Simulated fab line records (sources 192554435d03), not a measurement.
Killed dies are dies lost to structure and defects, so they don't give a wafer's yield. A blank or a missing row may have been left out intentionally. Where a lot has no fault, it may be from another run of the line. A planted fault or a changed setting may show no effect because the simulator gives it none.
What tool caused it?	flow n5 finfet	24 lots, 72 wafers sampled, at 2 steps of a route of 1938

== WHAT THE GAUGES READ, wafer by wafer ==
N5_BEOL_M7_CD_MEAS_18: pitch 80 nm, target cd 40 nm. Usual: cd nm at 40.2 nm, with a standard deviation of 0.59.
lot	measured	on	cd nm (nm)	flag
L074	day 8 19:28	cd sem-02	39.5 39.9 40.4	
L075	day 8 21:35	cd sem-02	40.7 41.1 40.8	
L077	day 9 15:24	cd sem-02	40.2 40.6 40.7	
L076	day 9 18:10	cd sem-01	40.3 41.8 40.5	
L078	day 9 20:20	cd sem-02	39.5 39.5 39.6	
L079	day 10 15:35	cd sem-02	41.3 40.4 40.6	
L081	day 10 16:11	cd sem-02	40.6 38.9 40.1	
L080	day 10 19:10	cd sem-02	39.8 40.4 40.3	
L082	day 10 22:38	cd sem-03	40.6 40.6 41.1	
L083	day 11 14:47	cd sem-02	40.9 40.4 40.9	
L084	day 11 22:17	cd sem-02	41.3 41.2 41.5	
L085	day 12 02:47	cd sem-02	41.5 40.4 40.3	
L086	day 12 05:53	cd sem-02	40.5 39.7 40.1	
L088	day 12 15:42	cd sem-02	40.0 39.5 39.4	
L087	day 12 19:19	cd sem-03	39.9 39.9 40.1	
L090	day 12 23:21	cd sem-03	39.6 39.3 40.0	
L089	day 12 23:49	cd sem-03	40.9 40.1 39.6	
L091	day 13 08:08	cd sem-03	40.3 40.1 39.5	
L093	day 13 20:41	cd sem-03	40.5 40.0 40.8	
L092	day 14 01:01	cd sem-03	39.1 39.8 40.4	
L095	day 14 08:40	cd sem-02	39.0 40.1 40.3	
L097	day 14 10:50	cd sem-02	40.8 40.2 40.1	
L094	day 14 11:02	cd sem-02	39.7 39.9 40.0	
L096	day 14 11:27	cd sem-03	39.9 38.9 39.6	

== WHAT TOOL EACH LOT RAN ON (gives the tool, then ch and the chambers of the sampled wafers, and finally the start) ==
lot	N5_BEOL_M7_ETCH_61
L074	rie diel-05 ch 2,3, day 8 19:01
L075	rie diel-05 ch 0,1,3, day 8 21:04
L077	rie diel-02 ch 0, day 9 14:30
L076	rie diel-04 ch 0,1,3, day 9 17:44
L078	rie diel-04 ch 0,2,3, day 9 19:54
L079	rie diel-04 ch 2,3, day 10 15:01
L081	rie diel-05 ch 0,1,3, day 10 15:38
L080	rie diel-05 ch 1,3, day 10 18:24
L082	rie diel-02 ch 2,3, day 10 22:07
L083	rie diel-02 ch 0,2,3, day 11 14:22
L084	rie diel-02 ch 2,3, day 11 21:44
L085	rie diel-04 ch 0,1,2, day 12 02:19
L086	rie diel-05 ch 1,2, day 12 05:23
L088	rie diel-05 ch 0,2,3, day 12 15:16
L087	rie diel-02 ch 1,2, day 12 18:47
L090	rie diel-02 ch 1,3, day 12 22:47
L089	rie diel-04 ch 0,3, day 12 23:22
L091	rie diel-02 ch 2,3, day 13 07:43
L093	rie diel-02 ch 0,1,2, day 13 20:16
L092	rie diel-02 ch 0,1,2, day 14 00:28
L095	rie diel-04 ch 0,1,3, day 14 08:13
L097	rie diel-05 ch 0,1, day 14 10:24
L094	rie diel-04 ch 1,2,3, day 14 10:34
L096	rie diel-05 ch 1,2,3, day 14 11:02
- N5_BEOL_M7_ETCH_61: etches SiARC in CF4, target depth 45.5 nm, time 75.8 s.

== AS READ BY THE TOOLS THEMSELVES (means over the sampled wafers that have a number; for cases with no such wafer, the mark the record gives instead) ==
N5_BEOL_M7_ETCH_61. Usual: cf4 flow sccm 100.1 sccm (standard deviation 0.33); drypump motor current A 5.8 A (standard deviation 0.42); etch rf on time s 75.5 s (standard deviation 1.6); oes product au 0.67 a.u. (standard deviation 0.076); rf vpp V 184.1 V (standard deviation 0.99); showerhead plenum p Torr 2.16 Torr (standard deviation 0.052); throttle valve pct 15.74 % (standard deviation 0.29).
lot	tool	cf4 flow sccm (sccm)	drypump motor current A (A)	etch rf on time s (s)	oes product au (a.u.)	rf vpp V (V)	showerhead plenum p Torr (Torr)	throttle valve pct (%)	flag
L074	rie diel-05	99.6	5.8	75.8	0.65	184.1	2.21	15.89	
L075	rie diel-05	100.5	5.6	76.9	0.68	183.0	2.16	15.79	
L077	rie diel-02	100.3	6.1	75.5	0.58	184.3	2.20	16.03	
L076	rie diel-04	100.0	5.7	73.8	0.72	183.6	2.14	15.51	
L078	rie diel-04	100.1	5.4	74.1	0.74	183.9	2.14	15.39	
L079	rie diel-04	100.2	5.3	74.6	0.77	184.6	2.18	15.30	
L081	rie diel-05	99.8	5.5	76.8	0.67	184.3	2.15	15.81	
L080	rie diel-05	99.7	5.8	77.2	0.65	183.7	2.18	15.83	
L082	rie diel-02	100.2	5.9	77.0	0.60	184.1	2.13	16.02	
L083	rie diel-02	99.7	5.9	76.5	0.59	184.1	2.14	16.04	
L084	rie diel-02	100.2	5.8	76.1	0.58	184.1	2.11	16.03	
L085	rie diel-04	100.1	5.7	72.8	0.72	183.9	2.14	15.51	
L086	rie diel-05	100.1	5.8	75.7	0.69	183.7	2.12	15.54	
L088	rie diel-05	99.9	5.6	75.3	0.65	183.6	2.17	15.92	
L087	rie diel-02	100.1	6.1	76.7	0.68	184.2	2.18	15.82	
L090	rie diel-02	100.1	6.1	75.9	0.73	184.4	2.20	15.57	
L089	rie diel-04	99.8	5.4	72.9	0.68	183.1	2.09	15.52	
L091	rie diel-02	100.3	5.8	76.3	0.58	184.3	2.11	16.05	
L093	rie diel-02	100.2	6.1	75.5	0.73	184.2	2.20	15.63	
L092	rie diel-02	100.2	6.1	76.6	0.73	184.9	2.20	15.65	
L095	rie diel-04	100.0	5.7	73.3	0.69	184.1	2.12	15.58	
L097	rie diel-05	99.8	5.3	77.0	0.66	184.5	2.12	15.85	
L094	rie diel-04	100.1	5.7	74.8	0.72	184.7	2.17	15.47	
L096	rie diel-05	100.1	5.9	76.4	0.64	183.5	2.15	15.78	

== THE ANSWER, worked out from the rows above alone ==
Rule: lot off if the mean of its wafers having a number is beyond 3 standard deviations from the usual mean. Also off: a lot with no number at a reading for which 4 or more lots have one. All remaining lots with rows at the step are treated as sound. Order of review: gauges by route order, followed by the tools' own readings, for which a lot's mean as printed above is used. The first step at which some lot is off is used, and at that step the reading that is off furthest; a lot without a number counts as furthest.
None of the lots is off at any reading shown; this tells nothing.

== WHAT THE SIMULATOR HAD INSERTED ==
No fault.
